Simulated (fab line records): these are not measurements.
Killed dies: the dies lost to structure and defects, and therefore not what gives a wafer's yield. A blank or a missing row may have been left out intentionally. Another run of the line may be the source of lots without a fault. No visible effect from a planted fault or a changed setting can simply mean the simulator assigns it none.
fab line records	flow n5-finfet
record lots=7	wafers=20	last-day=20
route steps=1938 shown BEOL_M4@1111 BEOL_M11@1539 PASSIVATION@1936
lots with no fault: from the same line, run without faults
start-h: hours from the record's opening day to when the first of the lot's shown wafers began	wait-h: time in hours since the lot's previous step	" identical to the entry in the row above	L1.1+2: several wafers, shown together as one row	- no value, or no start was given	* or withheld: withheld	< > ~ a bound
route shown NAME@n: a module of which the file shows steps, and the number in the route of the first	usual: the fault-free wafers' mean and standard deviation	same: alike in all rows	chamber/n: place in a boat	sites: readings site by site	_std_site: standard deviation across them	_edge_site: the outer-site mean with the inner-site mean subtracted	radius-mm: for every site, how far away it sits from the centre of the wafer	mask NAME#n: copy n	behind: the most recent tool/chamber to have shaped the wafer	hold: why the lot went on hold/how many hours it stayed there/how the hold came to an end	device: transistor that didn't switch, given as n, p or np	end of line: the same wafers' tests at the end of the route	a step without rows: its recipe alone	killed: the dies lost at the first sort to structure and to defects; this is not the yield of the wafer	map: shows each die of a wafer: x if killed, . if not, _ if none is there
set.NAME: setting as actually run; set.NAME@STEP: the setting as run at that earlier step	model.NAME: the simulator's own value behind a step, which no gauge read
one table for each step of the route and one row for each wafer, over a sample of lots
services: from which hour (start-h, from the record's first day; less than 0 if before it) a tool's chamber was out of use, for how many hours, and why
## steps
# step N5_BEOL_M4_RC_MEAS_101
# usual DIBL_N=36.5/2.1	DIBL_P=36.6/2.6	IOFF_N=0.17/0.044	IOFF_P=0.21/0.048	ION_N=674/17	ION_P=462/9.5	SS_N=71.6/0.77	SS_P=73.5/0.72	VT_N=250/4.2	VT_P=-250/3.9
lot.wafer	tool	chamber	start-h	wait-h	DIBL_N[mV/V]	DIBL_P[mV/V]	IOFF_N[nA/um]	IOFF_P[nA/um]	ION_N[uA/um]	ION_P[uA/um]	SS_N[mV/dec]	SS_P[mV/dec]	VT_N[mV]	VT_P[mV]
L750.3	prober-02	0	217.95	0.3	33.3	32.4	0.09	0.16	644	452	70.7	71.9	259	-254
L750.5	"	0	"	"	38.8	39.3	0.19	0.26	676	469	71.5	74.8	250	-247
L750.6	"	0	"	"	31.5	30.2	0.08	0.13	636	452	70.1	72.3	262	-256
L757.2	prober-02	0	250.70	0.2	35.6	36.7	0.16	0.20	667	461	71.5	73.4	247	-250
L757.4	"	0	"	"	36.0	35.2	0.15	0.17	651	445	72.3	73.0	253	-253
L757.5	"	0	"	"	32.7	32.9	0.11	0.16	653	454	70.0	73.2	254	-254
L764.2	prober-02	0	300.94	0.7	35.9	32.5	0.13	0.17	642	446	70.9	72.0	254	-252
L764.6	"	0	"	"	33.9	32.2	0.11	0.17	643	449	70.0	71.7	252	-249
L767.1	prober-01	0	323.65	0.0	36.8	35.2	0.14	0.17	642	446	71.7	73.2	255	-254
L767.3	"	0	"	"	39.7	40.8	0.23	0.27	699	477	72.2	73.9	247	-245
L767.5	"	0	"	"	41.3	41.4	0.27	0.28	686	459	73.6	74.2	246	-251
L769.4	prober-01	0	331.73	0.5	37.5	38.9	0.19	0.24	684	467	71.8	73.3	248	-251
L769.5	"	0	"	"	36.8	37.7	0.17	0.23	680	472	72.5	73.1	249	-248
L769.6	"	0	"	"	38.7	40.5	0.22	0.26	683	461	72.5	73.6	247	-246
L771.2	prober-02	0	339.48	0.2	34.4	33.6	0.13	0.17	667	457	70.5	72.3	250	-251
L771.3	"	0	"	"	36.6	36.6	0.17	0.22	691	472	71.7	73.8	249	-248
L771.4	"	0	"	"	37.4	37.9	0.18	0.24	679	468	71.6	73.5	250	-246
L772.1	prober-01	0	349.42	0.0	34.9	36.2	0.12	0.17	664	459	71.3	73.3	257	-256
L772.4	"	0	"	"	37.3	38.6	0.16	0.21	671	469	71.8	74.0	252	-251
L772.6	"	0	"	"	35.3	35.4	0.13	0.16	666	453	71.5	72.8	255	-258
# step N5_BEOL_M11_PECVD_70
# recipe material=SiO2	target-thk-a=200	temp-c=400	precursor=TEOS/O2	pressure-torr=5.5	rf-w=450	teos-flow-sccm=53.8	gas=O2	flow-sccm=3000	time-s=22.7
# usual heater-power-w=746/97	rf-fwd-power-W=445.6/1.9	showerhead-plenum-p-Torr=8.79/0.082	throttle-valve-pct=23.0/1.9
lot.wafer	tool	chamber	start-h	wait-h	heater-power-w	rf-fwd-power-W	showerhead-plenum-p-Torr	throttle-valve-pct
L750.3	pecvd-04	0	273.38	0.1	700	444.1	8.89	22.9
L750.5	"	2	"	"	801	449.6	8.66	21.9
L750.6	"	1	"	"	764	444.2	8.77	27.2
L757.2	pecvd-04	2	305.26	0.0	722	445.8	8.66	21.8
L757.4	"	0	"	"	752	444.7	8.89	22.8
L757.5	"	1	"	"	761	445.4	8.79	27.5
L764.2	pecvd-04	0	356.52	0.0	715	447.4	8.91	23.0
L764.6	"	2	"	"	824	448.1	8.68	22.2
L767.1	pecvd-01	1	374.36	0.1	495	442.7	8.78	22.7
L767.3	"	2	"	"	801	444.4	8.82	21.3
L767.5	"	0	"	"	679	448.0	8.74	23.4
L769.4	pecvd-04	0	396.52	0.1	729	444.5	8.93	23.0
L769.5	"	0	"	"	723	441.9	8.91	23.0
L769.6	"	2	"	"	779	447.6	8.67	22.2
L771.2	pecvd-02	1	402.66	0.0	723	445.4	8.79	23.1
L771.3	"	0	"	"	943	446.9	8.89	23.1
L771.4	"	0	"	"	934	448.1	8.87	23.3
L772.1	pecvd-01	2	410.73	0.0	763	447.6	8.81	21.3
L772.4	"	2	"	"	783	447.0	8.78	21.7
L772.6	"	0	"	"	727	445.9	8.78	23.3
# step N5_BEOL_M11_ETCH_62
# recipe chemistry=N2/H2	target=SOC	target-depth-a=1100	overetch-a=220	mask-material=SiARC	temp-c=40	time-s=165	ion-energy-ev=200	pressure-mtorr=30	source-w=840	bias-w=150	n2-flow-sccm=200	h2-flow-sccm=200
# usual bias-w=150.0/0.46	chamber-pressure-mTorr=30.003/0.029	drypump-motor-current-A=5.6/0.32	oes-product-au=0.66/0.056	rf-fwd-power-W=837.0/2.8	rf-vpp-V=523.3/2.8	showerhead-plenum-p-Torr=2.52/0.093	throttle-valve-pct=17.81/0.22
lot.wafer	tool	chamber	start-h	wait-h	bias-w	chamber-pressure-mTorr	drypump-motor-current-A	oes-product-au	rf-fwd-power-W	rf-hours-counter-h	rf-vpp-V	showerhead-plenum-p-Torr	throttle-valve-pct
L750.3	rie-diel-06	1	274.94	0.0	149.8	29.990	5.4	0.69	835.2	89	523.5	2.55	17.65
L750.5	"	1	"	"	150.4	30.025	5.4	0.70	836.4	-	525.0	2.55	17.66
L750.6	"	2	"	"	150.1	29.988	5.8	0.66	839.2	-	517.6	2.36	17.92
L757.2	rie-diel-03	0	306.94	0.0	150.3	29.969	6.0	0.70	832.0	74	524.1	2.61	18.07
L757.4	"	3	"	"	149.9	29.975	4.9	0.62	837.0	209	525.7	2.63	18.26
L757.5	"	0	"	"	150.2	30.045	6.0	0.70	837.2	-	524.5	2.61	18.08
L764.2	rie-diel-02	0	359.19	0.0	150.5	30.002	5.5	0.64	833.6	154	521.9	2.46	17.91
L764.6	"	2	"	"	149.7	29.991	5.5	0.60	837.1	-	522.2	2.49	17.87
L767.1	rie-diel-02	1	378.64	0.0	151.3	30.019	5.5	0.66	839.1	126	528.0	2.65	17.63
L767.3	"	3	"	"	149.8	30.021	5.7	0.80	841.0	3	528.4	2.70	17.54
L767.5	"	0	"	"	150.7	29.982	5.5	0.64	835.2	-	520.9	2.45	17.91
L769.4	rie-diel-06	1	402.62	0.0	150.1	29.982	5.4	0.65	833.1	135	523.8	2.53	17.72
L769.5	"	2	"	"	150.0	29.979	5.8	0.64	831.4	-	517.8	2.34	18.00
L769.6	"	1	"	"	150.0	29.916	5.4	0.66	835.6	-	525.0	2.53	17.73
L771.2	rie-diel-03	2	406.28	0.0	149.6	30.021	5.4	0.75	841.1	21	524.8	2.59	17.45
L771.3	"	1	"	"	149.9	29.982	6.5	0.61	839.4	212	522.7	2.51	17.82
L771.4	"	3	"	"	149.4	30.018	4.9	0.60	837.5	229	524.9	2.62	18.32
L772.1	rie-diel-03	3	414.65	0.0	149.9	29.972	4.9	0.60	838.3	232	527.2	2.62	18.32
L772.4	"	0	"	"	149.8	30.012	6.0	0.67	840.2	96	524.4	2.60	18.12
L772.6	"	3	"	"	150.1	30.048	4.9	0.59	839.3	-	525.2	2.62	18.32
# step N5_BEOL_M11_ETCH_65
# recipe chemistry=CF4	target=SiARC	target-depth-a=390	mask-material=CAR-ArF	time-s=65	ion-energy-ev=80	pressure-mtorr=40	source-w=545	bias-w=36	Ar_flow_sccm=100	cf4-flow-sccm=100	ends=cleared
# usual bias-w=36.00/0.12	cf4-flow-sccm=100.0/0.31	chamber-pressure-mTorr=40.00/0.039	drypump-motor-current-A=5.58/0.28	etch-rf-on-time-s=65.2/2.5	oes-product-au=0.66/0.054	rf-fwd-power-W=537.5/2.4	rf-vpp-V=183.8/1.3	showerhead-plenum-p-Torr=2.12/0.079	throttle-valve-pct=15.63/0.21
lot.wafer	tool	chamber	start-h	wait-h	bias-w	cf4-flow-sccm	chamber-pressure-mTorr	drypump-motor-current-A	etch-rf-on-time-s	oes-product-au	rf-fwd-power-W	rf-hours-counter-h	rf-vpp-V	showerhead-plenum-p-Torr	throttle-valve-pct
L750.3	rie-diel-06	1	275.84	0.0	36.03	100.1	39.99	5.37	66.6	0.69	536.9	89	184.2	2.17	15.66
L750.5	"	1	"	"	36.07	99.7	40.01	5.35	66.3	0.69	538.3	-	184.3	2.17	15.67
L750.6	"	0	"	"	36.00	99.6	40.00	5.51	65.2	0.75	537.6	-	182.4	2.09	15.25
L757.2	rie-diel-02	0	311.85	0.0	35.95	100.6	39.98	5.52	66.3	0.66	536.7	139	181.9	2.06	15.50
L757.4	"	3	"	"	35.90	100.2	40.03	5.65	68.9	0.59	541.7	236	184.9	2.01	15.82
L757.5	"	3	"	"	36.05	100.1	40.01	5.65	69.5	0.59	539.6	-	183.2	2.01	15.84
L764.2	rie-diel-02	2	361.41	0.0	35.96	99.2	40.00	5.54	61.5	0.62	536.8	236	182.9	2.12	15.82
L764.6	"	0	"	"	35.88	99.5	40.03	5.52	66.2	0.65	536.2	-	182.6	2.05	15.53
L767.1	rie-diel-02	2	384.70	0.0	-	-	-	-	-	-	-	-	-	-	-
L767.3	"	0	"	"	-	-	-	-	-	-	-	-	-	-	-
L767.5	"	0	"	"	-	-	-	-	-	-	-	-	-	-	-
L769.4	rie-diel-06	3	405.00	0.0	-	-	-	-	-	-	-	-	-	-	-
L769.5	"	1	"	"	-	-	-	-	-	-	-	-	-	-	-
L769.6	"	2	"	"	-	-	-	-	-	-	-	-	-	-	-
L771.2	rie-diel-06	1	407.15	0.0	35.98	100.0	40.00	5.34	66.0	0.65	535.1	138	183.4	2.15	15.76
L771.3	"	2	"	"	35.94	99.6	39.97	5.84	66.6	0.63	537.2	161	181.4	1.98	15.73
L771.4	"	3	"	"	35.98	99.7	40.01	5.77	64.3	0.81	535.5	7	185.4	2.11	15.51
L772.1	rie-diel-03	0	419.34	0.0	35.93	99.7	40.04	6.00	69.2	0.66	535.0	98	185.4	2.17	15.62
L772.4	"	2	"	"	36.32	100.1	40.06	5.38	64.8	0.75	538.4	26	184.6	2.17	15.20
L772.6	"	1	"	"	35.93	99.7	40.03	6.46	64.6	0.62	539.2	-	182.7	2.13	15.80
# step N5_BEOL_M11_ETCH_66
# recipe chemistry=N2/H2	target=SOC	target-depth-a=1200	overetch-a=240	mask-material=SiARC	temp-c=40	time-s=180	ion-energy-ev=200	pressure-mtorr=30	source-w=840	bias-w=150	n2-flow-sccm=200	h2-flow-sccm=200
# usual bias-w=150.0/0.43	chamber-pressure-mTorr=30.005/0.025	drypump-motor-current-A=5.59/0.28	oes-product-au=0.63/0.049	rf-fwd-power-W=836.3/2.4	rf-vpp-V=522.9/2.9	showerhead-plenum-p-Torr=2.51/0.091	throttle-valve-pct=17.81/0.2
lot.wafer	tool	chamber	start-h	wait-h	bias-w	chamber-pressure-mTorr	drypump-motor-current-A	oes-product-au	rf-fwd-power-W	rf-hours-counter-h	rf-vpp-V	showerhead-plenum-p-Torr	throttle-valve-pct
L750.3	rie-diel-06	1	275.89	0.0	150.5	29.960	5.36	0.66	838.0	89	523.6	2.55	17.64
L750.5	"	1	"	"	150.5	30.039	5.38	0.66	836.7	-	525.0	2.55	17.65
L750.6	"	0	"	"	150.2	29.991	5.51	0.72	839.6	-	522.5	2.48	17.52
L757.2	rie-diel-02	0	311.90	0.0	150.4	30.007	5.55	0.63	835.3	139	520.6	2.46	17.88
L757.4	"	3	"	"	150.2	30.008	5.64	0.59	835.6	236	521.1	2.39	17.94
L757.5	"	3	"	"	151.0	30.013	5.62	0.58	838.3	-	520.1	2.39	17.94
L764.2	rie-diel-02	2	361.46	0.0	149.5	30.015	5.54	0.57	837.7	236	524.0	2.49	17.88
L764.6	"	0	"	"	150.6	30.006	5.54	0.62	836.8	-	520.9	2.46	17.90
L767.1	rie-diel-02	2	384.75	0.0	150.2	29.991	5.55	0.26	833.3	244	521.9	2.48	17.83
L767.3	"	0	"	"	150.2	30.002	5.52	0.29	839.6	163	519.4	2.45	17.90
L767.5	"	0	"	"	150.3	29.979	5.52	0.29	840.1	-	520.2	2.45	17.86
L769.4	rie-diel-06	3	405.05	0.0	149.3	30.029	5.81	0.36	835.4	6	522.4	2.49	17.54
L769.5	"	1	"	"	149.6	29.997	5.39	0.29	834.6	-	523.2	2.53	17.67
L769.6	"	2	"	"	149.9	29.950	5.86	0.28	831.0	-	518.4	2.34	17.94
L771.2	rie-diel-06	1	407.20	0.0	150.0	30.014	5.38	0.62	835.6	138	524.5	2.53	17.73
L771.3	"	2	"	"	150.3	29.986	5.86	0.60	835.7	161	515.9	2.34	17.99
L771.4	"	3	"	"	149.9	30.001	5.79	0.76	834.1	7	522.6	2.49	17.60
L772.1	rie-diel-03	0	419.39	0.0	149.6	29.977	6.02	0.65	835.9	98	524.2	2.60	18.13
L772.4	"	2	"	"	150.4	30.004	5.44	0.71	835.4	26	524.2	2.59	17.44
L772.6	"	1	"	"	150.2	30.012	6.47	0.58	839.8	-	524.6	2.51	17.81
# step N5_BEOL_M11_STRIP_77
# recipe chemistry=N2/H2	time-s=10	power-w=450	temp-c=40	pressure-mtorr=20	rf-frequency-hz=6e+07	bias-power-w=7	n2-flow-sccm=200	h2-flow-sccm=200
# usual chamber-pressure-mTorr=20.001/0.017	drypump-motor-current-A=5.58/0.28	oes-product-au=0.78/0.064	rf-vpp-V=59.1/0.9	showerhead-plenum-p-Torr=2.50/0.091	throttle-valve-pct=23.60/0.27
lot.wafer	tool	chamber	start-h	wait-h	chamber-pressure-mTorr	drypump-motor-current-A	oes-product-au	rf-hours-counter-h	rf-vpp-V	showerhead-plenum-p-Torr	throttle-valve-pct
L750.3	rie-diel-06	1	-	-	20.015	5.37	0.83	89	59.8	2.55	23.25
L750.5	"	1	"	"	20.012	5.36	0.83	-	58.8	2.54	23.25
L750.6	"	0	"	"	20.012	5.51	0.88	-	58.7	2.48	23.38
L757.2	rie-diel-02	0	-	-	19.980	5.55	0.78	139	57.7	2.46	23.76
L757.4	"	3	"	"	19.998	5.65	0.71	236	56.2	2.39	23.56
L757.5	"	3	"	"	19.995	5.67	0.72	-	59.2	2.39	23.55
L764.2	rie-diel-02	2	-	-	20.030	5.54	0.69	236	58.9	2.48	23.62
L764.6	"	0	"	"	19.985	5.53	0.76	-	57.6	2.45	23.79
L767.1	rie-diel-02	2	-	-	19.989	5.53	0.69	244	59.4	2.48	23.64
L767.3	"	0	"	"	19.981	5.52	0.76	163	58.1	2.45	23.79
L767.5	"	0	"	"	19.982	5.53	0.76	-	59.1	2.45	23.79
L769.4	rie-diel-06	3	-	-	19.986	5.80	0.96	6	58.4	2.49	23.36
L769.5	"	1	"	"	20.039	5.38	0.78	-	59.8	2.53	23.32
L769.6	"	2	"	"	20.019	5.86	0.74	-	58.2	2.34	23.91
L771.2	rie-diel-06	1	-	-	20.016	5.40	0.77	138	59.4	2.52	23.32
L771.3	"	2	"	"	20.007	5.86	0.74	162	57.4	2.34	23.92
L771.4	"	3	"	"	19.993	5.80	0.95	7	58.1	2.49	23.37
L772.1	rie-diel-03	0	-	-	20.026	6.01	0.79	98	59.8	2.60	24.22
L772.4	"	2	"	"	19.975	5.42	0.87	26	58.7	2.58	23.23
L772.6	"	1	"	"	20.011	6.44	0.74	-	59.1	2.50	23.44
# step N5_PASSIVATION_PROBE_49
# usual defect-limited-yield=91.2/1.5	killed_at_M0_to_M3=36/10	killed_at_M4_up=14/5.2	killed-at-contacts=12/6	killed-at-front-end=37/10	killed-at-other=4/3.3	killed-dies=104/18	killed-on-rim=14/4.1	killed-open=68/14	killed-short=34/7.4	sort_bin_5_function=5.2/1	sort_bin_6_memory=3.3/0.7	sort_bin_8_speed=0.01/0.045	sort-n-pass=1076/18	sort-yield-pct=91.2/1.5
# same gross-dies=1180	killed-at-back-side=0	sort_bin_4_leakage[%]=0
lot.wafer	tool	chamber	start-h	wait-h	defect-limited-yield[%]	killed_at_M0_to_M3	killed_at_M4_up	killed-at-contacts	killed-at-front-end	killed-at-other	killed-dies	killed-on-rim	killed-open	killed-short	sort_bin_5_function[%]	sort_bin_6_memory[%]	sort_bin_8_speed[%]	sort-n-pass	sort-yield-pct[%]
L764.2	prober-01	-	399.11	0.1	90.3	49	10	7	40	8	114	12	75	31	5.1	3.6	0.25	1063	90.1
L764.6	prober-01	-	399.31	0.3	94.1	23	13	3	28	3	70	14	49	20	4.1	1.8	0.17	1108	93.9
L767.1	prober-02	-	439.42	0.0	0	50	1066	10	46	8	1180	152	91	36	96.0	3.6	0	0	0
L767.3	prober-02	-	439.52	0.1	0	40	1075	16	45	4	1180	152	86	28	97.2	2.5	0	0	0
L767.5	prober-02	-	439.62	0.2	0	46	1092	7	29	6	1180	152	68	29	96.9	2.5	0	0	0
L769.4	prober-02	-	460.19	0.2	0	42	1109	7	22	0	1180	152	54	26	97.5	2.1	0	0	0
L769.5	prober-02	-	460.24	0.2	0	42	1104	6	27	1	1180	152	55	30	97.1	2.6	0	0	0
L769.6	prober-02	-	460.29	0.3	0	54	1086	16	23	1	1180	152	72	30	95.6	4.3	0	0	0
# killed by level:class
L764.2 BEOL_M0_SAQP:geometric-particle:open=15 BEOL_M3:geometric-particle:open=11 BEOL_M0_SAQP:geometric-particle:short=8 HKMG_FIN:area-etch=8 MOL_CONTACT_COAG:geometric-particle:open=7 FIN_SAQP:geometric-particle:open=6 BEOL_M4:geometric-particle:open=6 STI_FIN_REVEAL:geometric-particle:open=5
L764.6 BEOL_M0_SAQP:geometric-particle:open=7 BEOL_M3:geometric-particle:open=7 FIN_SAQP:geometric-particle:open=6 BEOL_M4:geometric-particle:open=6 GATE_CUT:geometric-particle:short=5 STI_FIN_REVEAL:geometric-particle:open=4 BEOL_M0_SAQP:geometric-particle:short=4 FIN_SAQP:geometric-particle:short=3
L767.1 BEOL_M11:area-etch=1052 BEOL_M2:geometric-particle:open=20 STI_FIN_REVEAL:geometric-particle:open=15 BEOL_M1:geometric-particle:open=11 MOL_CONTACT_COAG:geometric-particle:open=8 FIN_SAQP:geometric-particle:open=7 BEOL_M0_SAQP:geometric-particle:open=6 BEOL_M0_SAQP:geometric-particle:short=5
L767.3 BEOL_M11:area-etch=1066 BEOL_M1:geometric-particle:open=15 MOL_CONTACT_COAG:geometric-particle:open=12 BEOL_M2:geometric-particle:open=11 STI_FIN_REVEAL:geometric-particle:open=10 FIN_SAQP:geometric-particle:open=9 BEOL_M3:geometric-particle:open=6 FIN_SAQP:geometric-particle:short=4
L767.5 BEOL_M11:area-etch=1081 BEOL_M0_SAQP:geometric-particle:short=8 BEOL_M1:geometric-particle:open=8 BEOL_M2:geometric-particle:open=8 BEOL_M3:geometric-particle:open=8 MOL_CONTACT_COAG:geometric-particle:open=6 BEOL_M0_SAQP:geometric-particle:open=6 FIN_SAQP:geometric-particle:open=5
L769.4 BEOL_M11:area-etch=1099 BEOL_M3:geometric-particle:open=8 BEOL_M3:geometric-particle:short=7 BEOL_M1:geometric-particle:open=7 BEOL_M0_SAQP:geometric-particle:open=6 MOL_CONTACT_COAG:geometric-particle:open=6 BEOL_M2:geometric-particle:open=6 BEOL_M1:geometric-particle:short=5
L769.5 BEOL_M11:area-etch=1094 BEOL_M3:geometric-particle:open=14 BEOL_M1:geometric-particle:open=9 MOL_CONTACT_COAG:geometric-particle:open=6 BEOL_M0_SAQP:geometric-particle:short=6 FIN_SAQP:geometric-particle:open=5 GATE_CUT:geometric-particle:short=5 BEOL_M0_SAQP:geometric-particle:open=5
L769.6 BEOL_M11:area-etch=1077 MOL_CONTACT_COAG:geometric-particle:open=14 BEOL_M3:geometric-particle:open=13 BEOL_M0_SAQP:geometric-particle:open=10 BEOL_M0_SAQP:geometric-particle:short=9 BEOL_M2:geometric-particle:open=9 BEOL_M1:geometric-particle:open=5 GATE_CUT:geometric-particle:short=4
## services
tool	chamber	start-h	hours	kind
rie-diel-02	0	252.10	6.5	repair
pecvd-02	-	270.32	28.1	pm
rie-diel-03	2	285.40	-	clean
rie-diel-03	2	285.40	-	consumable-replace:focus-ring
pecvd-01	-	295.80	14.6	pm
rie-diel-06	2	331.76	38.5	repair
rie-diel-02	3	351.50	-	clean
rie-diel-02	3	351.50	-	consumable-replace:focus-ring
rie-diel-02	3	351.50	-	consumable-replace:showerhead
rie-diel-02	3	351.50	17.3	scheduled-down
rie-diel-02	3	351.50	17.3	vent-cycle
pecvd-01	1	366.46	4.7	repair
rie-diel-06	3	370.23	-	clean
rie-diel-06	3	370.23	-	consumable-replace:focus-ring
rie-diel-06	3	370.23	16.8	scheduled-down
rie-diel-06	3	370.23	16.8	vent-cycle
rie-diel-03	-	377.95	28.1	pm
pecvd-04	1	382.92	3.5	repair
rie-diel-02	-	383.26	0.5	repair
rie-diel-02	2	402.09	-	clean
rie-diel-02	2	402.09	-	consumable-replace:focus-ring
rie-diel-02	2	402.09	24.7	scheduled-down
rie-diel-02	2	402.09	24.7	vent-cycle
pecvd-01	-	413.47	2.8	pm
## key
first-sign step=N5_BEOL_M11_ETCH_65	reading=tool-record	direction=missing
effect step=N5_BEOL_M11_ETCH_66	reading=oes-product-au	direction=down	sigmas=6.8	usual=0.63	struck=0.29
effect step=N5_PASSIVATION_PROBE_49	reading=killed_at_M4_up	direction=up	sigmas=99+	usual=14	struck=1089
more-kills-born-at N5_BEOL_M11_ETCH_65@rie-diel-06=3270	N5_BEOL_M11_ETCH_65@rie-diel-02=3199
met-at N5_BEOL_M11_ETCH_65
struck-lots L767,L769
later-rows-left-out L767.1,L767.3,L767.5,L769.4,L769.5,L769.6
not-acting-at N5_BEOL_M11_PECVD_70,N5_BEOL_M11_ETCH_62,N5_BEOL_M11_STRIP_77
onset-between 361.41 384.70
fault kind=skipped-step-whole	tool=rie-diel-02,rie-diel-06	chamber=-	onset-h=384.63	steps=N5_BEOL_M11_ETCH_65	scope=struck-lots-only
# later-rows-left-out: the simulator's readings of these wafers behind a module that went badly wrong aren't trusted and aren't shown, but for the sort
